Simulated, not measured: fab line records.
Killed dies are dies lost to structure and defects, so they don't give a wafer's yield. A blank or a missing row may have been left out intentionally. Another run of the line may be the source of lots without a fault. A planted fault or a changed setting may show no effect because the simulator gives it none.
Matching of chambers | flow n5-finfet | N5_GATE_CUT_SAC_CAP_01 on ald-sin-03 has 4 sister chambers
The step material SiNx, target thk 24 nm, pulse time 1 s, ald cycles 480. 22 wafers are shown with their chamber, then 11 later ones without.

EACH WAFER AND ITS CHAMBER
wafer  | chamber | heater-power-w (W) | precursor-pulse-height-rel | susceptor-temp-C (C)
L074.1 | 3       | 864                | 0.996                      | 399.74
L074.5 | 1       | 831                | 1.003                      | 400.17
L074.6 | 0       | 1025               | 1.012                      | 400.17
L078.1 | 3       | 863                | 1.024                      | 399.96
L078.3 | 0       | 1024               | 1.013                      | 399.97
L078.5 | 3       | 869                | 0.978                      | 400.34
L079.2 | 0       | 1040               | 0.988                      | 400.30
L079.3 | 2       | 768                | 0.998                      | 399.89
L079.6 | 2       | 801                | 1.038                      | 400.47
L080.3 | 1       | 841                | 0.986                      | 399.61
L080.5 | 1       | 862                | 1.021                      | 400.35
L080.6 | 0       | 1048               | 0.997                      | 399.71
L081.1 | 0       | 1022               | 0.986                      | 399.82
L081.3 | 2       | 769                | 1.000                      | 399.93
L081.6 | 2       | 756                | 1.001                      | 399.46
L087.1 | 3       | 872                | 1.029                      | 400.13
L087.2 | 2       | 782                | 1.004                      | 400.40
L087.5 | 1       | 839                | 1.001                      | 400.12
L089.2 | 0       | 1033               | 1.032                      | 400.37
L089.3 | 1       | 850                | 1.037                      | 399.73
L089.5 | 0       | 1071               | 0.997                      | 399.96
L090.2 | 3       | 870                | 1.022                      | 399.84

SIGNATURES, as means of the wafers listed above
reading                    | chamber 0 | chamber 1 | chamber 2 | chamber 3 | scatter within a chamber
heater-power-w             | 1037.57   | 844.60    | 775.20    | 867.60    | 14.2
precursor-pulse-height-rel | 1.00357   | 1.00960   | 1.00820   | 1.00980   | 0.0186
susceptor-temp-C           | 400.0429  | 399.9960  | 400.0300  | 400.0020  | 0.304
Rule: for a wafer and a chamber, the distance is found by dividing, reading by reading, the gap between the wafer's reading and the chamber's mean by the reading's scatter, squaring, summing and taking the root. If the next closest chamber is less than 2 further off than the closest, the wafer can't be placed; otherwise it belongs to the closest. The scatter is the square root of a quotient: the sum, over the shown wafers, of each reading's squared deviation from its chamber's mean, divided by wafers minus chambers.

WAFERS MISSING THEIR CHAMBER
wafer  | heater-power-w (W) | precursor-pulse-height-rel | susceptor-temp-C (C)
L090.5 | 777                | 1.007                      | 400.16
L090.6 | 888                | 0.993                      | 400.00
L092.1 | 763                | 0.971                      | 400.01
L092.2 | 839                | 0.984                      | 400.21
L092.5 | 780                | 1.007                      | 400.16
L094.3 | 841                | 1.024                      | 400.14
L094.4 | 852                | 0.989                      | 400.47
L094.5 | 874                | 0.974                      | 399.77
L095.1 | 1048               | 1.006                      | 400.29
L095.4 | 781                | 0.997                      | 400.19
L095.6 | 853                | 1.008                      | 399.99

EACH ONE'S CHAMBER
wafer  | from the rows above     | in truth
L090.5 | 2                       | 2
L090.6 | can't be placed: 3 or 1 | 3
L092.1 | 2                       | 2
L092.2 | can't be placed: 1 or 3 | 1
L092.5 | 2                       | 2
L094.3 | can't be placed: 1 or 3 | 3
L094.4 | can't be placed: 1 or 3 | 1
L094.5 | can't be placed: 3 or 1 | 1
L095.1 | 0                       | 0
L095.4 | 2                       | 2
L095.6 | can't be placed: 1 or 3 | 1
Correct placement for 5 of the 11. From these rows, 6 cannot be placed; in 6 the true chamber is one of the candidates. Number placed wrongly: 0.
